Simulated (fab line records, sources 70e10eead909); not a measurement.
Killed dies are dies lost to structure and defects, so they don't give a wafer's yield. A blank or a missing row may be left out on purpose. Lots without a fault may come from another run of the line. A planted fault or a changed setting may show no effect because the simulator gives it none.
Tool commonality check | flow nand_harc | 12 lots, 36 wafers sampled

WHY IT WAS OPENED
At NHARC_END_SORT_01 the reading killed_at_periphery is flagged on 1 of 12 lots. Wafers without a fault read 4, standard deviation 3.1.
Rule: a lot is flagged when every wafer of it that has a number lies more than 4 standard deviations from that mean, or none has a number. The other lots count as sound.

lot  | measured     | on        | killed_at_periphery, wafer by wafer | flag
L560 | day 24 16:52 | prober-01 | 1 0 2                               |
L561 | day 25 16:05 | prober-01 | 2 5 2                               |
L562 | day 26 19:14 | prober-01 | 6 0 3                               |
L566 | day 27 03:50 | prober-01 | 634 634 640                         | FLAGGED
L568 | day 28 05:11 | prober-02 | 2 4 3                               |
L575 | day 30 18:03 | prober-01 | 1 2 1                               |
L576 | day 31 01:01 | prober-02 | 0 1 2                               |
L578 | day 32 06:06 | prober-01 | 1 2 2                               |
L577 | day 32 19:52 | prober-01 | 1 1 3                               |
L579 | day 33 06:11 | prober-02 | 8 1 5                               |
L580 | day 33 12:17 | prober-01 | 5 4 3                               |
L582 | day 33 13:56 | prober-02 | 4 3 2                               |
The numbers of the flagged lots are 636 on average: +632 against the usual, or +99 or more standard deviations.

WHICH TOOL RAN EACH LOT
The record holds 3 process steps before the reading, out of a route of 1302 steps. In each cell: the tool, then ch and the chambers that the sampled wafers went through, then the start.
lot  | flag    | NHARC_P_ZERO_WELL_ETCH_63        | NHARC_P_ZERO_WELL_RTA_42         | NHARC_P_GATE_EXPOSE_08
L560 |         | rie_si-02 ch 1,2,3, day 2 07:45  | rtp_anneal-01 ch 0, day 2 13:06  | krf_scanner-02 ch 0, day 4 20:36
L561 |         | rie_si-06 ch 0,1,3, day 2 17:33  | rtp_anneal-02 ch 0, day 2 23:08  | krf_scanner-01 ch 0, day 5 11:55
L562 |         | rie_si-01 ch 0,3, day 3 03:46    | rtp_anneal-02 ch 0, day 3 09:10  | krf_scanner-02 ch 0, day 6 02:47
L566 | FLAGGED | rie_si-01 ch 0,1,3, day 4 19:41  | rtp_anneal-02 ch 0, day 5 00:59  | krf_scanner-02 ch 0, day 7 06:42
L568 |         | rie_si-02 ch 0,2, day 5 15:41    | rtp_anneal-01 ch 0, day 5 20:53  | krf_scanner-04 ch 0, day 8 04:05
L575 |         | rie_si-01 ch 0,1,2, day 8 13:39  | rtp_anneal-02 ch 0, day 8 19:12  | krf_scanner-04 ch 0, day 11 04:26
L576 |         | rie_si-06 ch 0,1,2, day 8 23:36  | rtp_anneal-01 ch 0, day 9 04:55  | krf_scanner-01 ch 0, day 11 15:50
L578 |         | rie_si-06 ch 1,3, day 9 19:45    | rtp_anneal-01 ch 0, day 10 01:07 | krf_scanner-01 ch 0, day 12 15:53
L577 |         | rie_si-06 ch 0,1,3, day 9 09:41  | rtp_anneal-01 ch 0, day 9 14:45  | krf_scanner-04 ch 0, day 12 07:08
L579 |         | rie_si-01 ch 1,3, day 10 05:41   | rtp_anneal-01 ch 0, day 10 10:49 | krf_scanner-04 ch 0, day 12 20:31
L580 |         | rie_si-06 ch 2,3, day 10 15:43   | rtp_anneal-01 ch 0, day 10 20:49 | krf_scanner-02 ch 0, day 13 07:14
L582 |         | rie_si-01 ch 0,1,3, day 11 11:40 | rtp_anneal-02 ch 0, day 11 16:57 | krf_scanner-04 ch 0, day 13 18:37
What these steps do:
- NHARC_P_ZERO_WELL_ETCH_63: etches the open film in HBr/Cl2, target depth 120 nm, time 40.1 s.
- NHARC_P_ZERO_WELL_RTA_42: time 300 s.
- NHARC_P_GATE_EXPOSE_08: exposes mask P HV.
- NHARC_END_SORT_01

FLAGGED OVER TOTAL, TOOL BY TOOL (the gauges that took the reading come last)
step                      | tool           | lots run | flagged | share of the flagged lots | sound lots run after its first flagged lot
NHARC_P_ZERO_WELL_ETCH_63 | rie_si-01      | 5        | 1       | all                       | 3 (L575,L579,L582)
NHARC_P_ZERO_WELL_ETCH_63 | rie_si-02      | 2        | 0       | none                      | -
NHARC_P_ZERO_WELL_ETCH_63 | rie_si-06      | 5        | 0       | none                      | -
NHARC_P_ZERO_WELL_RTA_42  | rtp_anneal-01  | 7        | 0       | none                      | -
NHARC_P_ZERO_WELL_RTA_42  | rtp_anneal-02  | 5        | 1       | all                       | 2 (L575,L582)
NHARC_P_GATE_EXPOSE_08    | krf_scanner-01 | 3        | 0       | none                      | -
NHARC_P_GATE_EXPOSE_08    | krf_scanner-02 | 4        | 1       | all                       | 1 (L580)
NHARC_P_GATE_EXPOSE_08    | krf_scanner-04 | 5        | 0       | none                      | -
NHARC_END_SORT_01         | prober-01      | 8        | 1       | all                       | 4 (L575,L578,L577,L580)
NHARC_END_SORT_01         | prober-02      | 4        | 0       | none                      | -

WHAT THE TABLE ALLOWS
4 rows of the table ran every flagged lot: rie_si-01 at NHARC_P_ZERO_WELL_ETCH_63, rtp_anneal-02 at NHARC_P_ZERO_WELL_RTA_42, krf_scanner-02 at NHARC_P_GATE_EXPOSE_08, prober-01 at NHARC_END_SORT_01.
- rie_si-01 at NHARC_P_ZERO_WELL_ETCH_63: 1 of its 5 lots flagged. Sound lots ran on it after the first flagged one (L575, L579, L582), which a lasting fault on the whole tool wouldn't allow.
- rtp_anneal-02 at NHARC_P_ZERO_WELL_RTA_42: 1 of its 5 lots flagged. Sound lots ran on it after the first flagged one (L575, L582), which a lasting fault on the whole tool wouldn't allow.
- krf_scanner-02 at NHARC_P_GATE_EXPOSE_08: 1 of its 4 lots flagged. Sound lots ran on it after the first flagged one (L580), which a lasting fault on the whole tool wouldn't allow.
- prober-01 at NHARC_END_SORT_01: 1 of its 8 lots flagged. Sound lots ran on it after the first flagged one (L575, L578, L577, L580), which a lasting fault on the whole tool wouldn't allow.
No row of the table ran every flagged lot and no sound lot after the first.

WHAT THE SIMULATOR HAD PUT IN
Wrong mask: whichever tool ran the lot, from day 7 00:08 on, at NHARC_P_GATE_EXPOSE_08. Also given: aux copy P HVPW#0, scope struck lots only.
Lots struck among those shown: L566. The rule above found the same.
